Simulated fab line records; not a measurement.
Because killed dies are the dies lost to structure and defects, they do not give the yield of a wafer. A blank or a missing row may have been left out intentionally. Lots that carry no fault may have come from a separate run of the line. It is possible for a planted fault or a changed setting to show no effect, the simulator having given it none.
Split-lot trial :: flow n5-finfet :: 7 lots, 21 wafers read, on a route of 1938 steps

THE SPLIT
At N5_PASSIVATION_ETCH_54 (etches SiO2 in CHF3/O2, target depth 880 nm, time 440 s), the setting time-s was moved away from the recipe's 440 s on 6 of the 21 wafers read, by -17.0% to +13.6%. This setting was run at the recipe's value on the other wafers.

The split's own step is where the reading is taken.

THE READING
etch.depth-nm (the simulator's own value, which no gauge read), in nm, at N5_PASSIVATION_ETCH_54 (etches SiO2 in CHF3/O2, target depth 880 nm, time 440 s). There is no usual value for it anywhere in the file. Average 880.0 nm, standard deviation 8.7 nm, over the 15 wafers here run with the recipe.

wafer: L077.4
tool, chamber at the split: rie-diel-03, 0
time-s as run, s: 440
against the recipe: recipe
etch.depth-nm, nm: 863.1
against lot-mates on the recipe: -

wafer: L077.5
tool, chamber at the split: rie-diel-03, 3
time-s as run, s: 440
against the recipe: recipe
etch.depth-nm, nm: 876.7
against lot-mates on the recipe: -

wafer: L077.6
tool, chamber at the split: rie-diel-03, 1
time-s as run, s: 499.9
against the recipe: +13.6%
etch.depth-nm, nm: 995
against lot-mates on the recipe: +125.1

wafer: L076.1
tool, chamber at the split: rie-diel-04, 1
time-s as run, s: 440
against the recipe: recipe
etch.depth-nm, nm: 877.5
against lot-mates on the recipe: -

wafer: L076.4
tool, chamber at the split: rie-diel-04, 3
time-s as run, s: 440
against the recipe: recipe
etch.depth-nm, nm: 893.7
against lot-mates on the recipe: -

wafer: L076.6
tool, chamber at the split: rie-diel-04, 2
time-s as run, s: 440
against the recipe: recipe
etch.depth-nm, nm: 887.9
against lot-mates on the recipe: -

wafer: L078.1
tool, chamber at the split: rie-diel-04, 2
time-s as run, s: 440
against the recipe: recipe
etch.depth-nm, nm: 879.9
against lot-mates on the recipe: -

wafer: L078.3
tool, chamber at the split: rie-diel-04, 0
time-s as run, s: 440
against the recipe: recipe
etch.depth-nm, nm: 889.3
against lot-mates on the recipe: -

wafer: L078.5
tool, chamber at the split: rie-diel-04, 0
time-s as run, s: 440
against the recipe: recipe
etch.depth-nm, nm: 886.4
against lot-mates on the recipe: -

wafer: L083.2
tool, chamber at the split: rie-diel-03, 2
time-s as run, s: 440
against the recipe: recipe
etch.depth-nm, nm: 878.3
against lot-mates on the recipe: -

wafer: L083.4
tool, chamber at the split: rie-diel-03, 0
time-s as run, s: 404.7
against the recipe: -8.0%
etch.depth-nm, nm: 804.9
against lot-mates on the recipe: -70.9

wafer: L083.6
tool, chamber at the split: rie-diel-03, 1
time-s as run, s: 440
against the recipe: recipe
etch.depth-nm, nm: 873.2
against lot-mates on the recipe: -

wafer: L089.2
tool, chamber at the split: rie-diel-03, 0
time-s as run, s: 440
against the recipe: recipe
etch.depth-nm, nm: 879.8
against lot-mates on the recipe: -

wafer: L089.4
tool, chamber at the split: rie-diel-03, 1
time-s as run, s: 440
against the recipe: recipe
etch.depth-nm, nm: 876
against lot-mates on the recipe: -

wafer: L089.6
tool, chamber at the split: rie-diel-03, 2
time-s as run, s: 440
against the recipe: recipe
etch.depth-nm, nm: 886.4
against lot-mates on the recipe: -

wafer: L090.1
tool, chamber at the split: rie-diel-04, 0
time-s as run, s: 440
against the recipe: recipe
etch.depth-nm, nm: 888
against lot-mates on the recipe: -

wafer: L090.3
tool, chamber at the split: rie-diel-04, 2
time-s as run, s: 378
against the recipe: -14.1%
etch.depth-nm, nm: 749.6
against lot-mates on the recipe: -138.4

wafer: L090.5
tool, chamber at the split: rie-diel-04, 0
time-s as run, s: 378
against the recipe: -14.1%
etch.depth-nm, nm: 756.3
against lot-mates on the recipe: -131.7

wafer: L096.2
tool, chamber at the split: rie-diel-05, 3
time-s as run, s: 365.1
against the recipe: -17.0%
etch.depth-nm, nm: 733.5
against lot-mates on the recipe: -129.6

wafer: L096.5
tool, chamber at the split: rie-diel-05, 0
time-s as run, s: 440
against the recipe: recipe
etch.depth-nm, nm: 863.1
against lot-mates on the recipe: -

wafer: L096.6
tool, chamber at the split: rie-diel-05, 1
time-s as run, s: 365.1
against the recipe: -17.0%
etch.depth-nm, nm: 728.4
against lot-mates on the recipe: -134.7

THE FIT
A straight line over all 21 wafers: etch.depth-nm changes by +8.79 nm for each +1% of time-s; r = +0.99; the points scatter about the line by 8 nm.
The same after taking each lot's own level away (the mean of its wafers on the recipe; 21 wafers): +8.65 nm for each +1%; r = +0.99; scatter 8.1 nm.
The reading moves by 1.5e+02 nm for the largest change in time-s, on that fit.
From 863.10 to 888.00 nm: that is the span of the lots' own levels, equal to 2.9 times the standard deviation above.
Hence the lot-to-lot level has little effect on the slope; both slopes agree.
Check: with one of the wafers moved furthest among these (-17.0%) left out of the fit, the line predicts -152 nm for it against its lot-mates. It came out at -130 nm against them.

ADDITIONAL SPLITS CARRIED BY THESE WAFERS
Other splits were also applied to these wafers ahead of the reading. Each is held against what the fit with the lots' levels taken away leaves over:
other split on the same wafers: N5_PASSIVATION_EXPOSE_41 dose-mj
wafers away from the commonest value: 4
r with etch.depth-nm (lot level and that fit taken away): +0.10

THE WHOLE CHAIN: every reading that the file lists as answering this split, in the file's order
step: N5_PASSIVATION_ETCH_54
what it does: etches SiO2 in CHF3/O2, target depth 880 nm, time 440 s
reading: PASSIVATION.feature-depth-nm (the simulator's own value, which no gauge read)
change (the file's fit): +8.71 nm for each +1% of the setting
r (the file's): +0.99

step: N5_PASSIVATION_ETCH_54
what it does: etches SiO2 in CHF3/O2, target depth 880 nm, time 440 s
reading: etch.depth-nm (the simulator's own value, which no gauge read)
change (the file's fit): +8.71 nm for each +1% of the setting
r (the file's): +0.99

step: N5_PASSIVATION_PROBE_49
what it does: 
reading: defect-limited-yield
change (the file's fit): not straight: 23.9 at the lowest setting, 91.2 at the recipe, 92.2 at the highest
r (the file's): not given

step: N5_PASSIVATION_PROBE_49
what it does: 
reading: killed-at-other
change (the file's fit): not straight: 814.5 at the lowest setting, 3.4 at the recipe, 0 at the highest
r (the file's): not given

step: N5_PASSIVATION_PROBE_49
what it does: 
reading: killed-dies
change (the file's fit): not straight: 898 at the lowest setting, 103 at the recipe, 92 at the highest
r (the file's): not given

step: N5_PASSIVATION_PROBE_49
what it does: 
reading: sort_bin_5_function
change (the file's fit): not straight: 73.1 at the lowest setting, 4.9 at the recipe, 4.2 at the highest
r (the file's): not given

step: N5_PASSIVATION_PROBE_49
what it does: 
reading: sort-n-pass
change (the file's fit): not straight: 282 at the lowest setting, 1077 at the recipe, 1088 at the highest
r (the file's): not given

step: N5_PASSIVATION_PROBE_49
what it does: 
reading: sort-yield-pct
change (the file's fit): not straight: 23.9 at the lowest setting, 91.2 at the recipe, 92.2 at the highest
r (the file's): not given

THE FILE'S OWN FIT
etch.depth-nm changes by +8.71 nm for each +1% of time-s, r = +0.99.
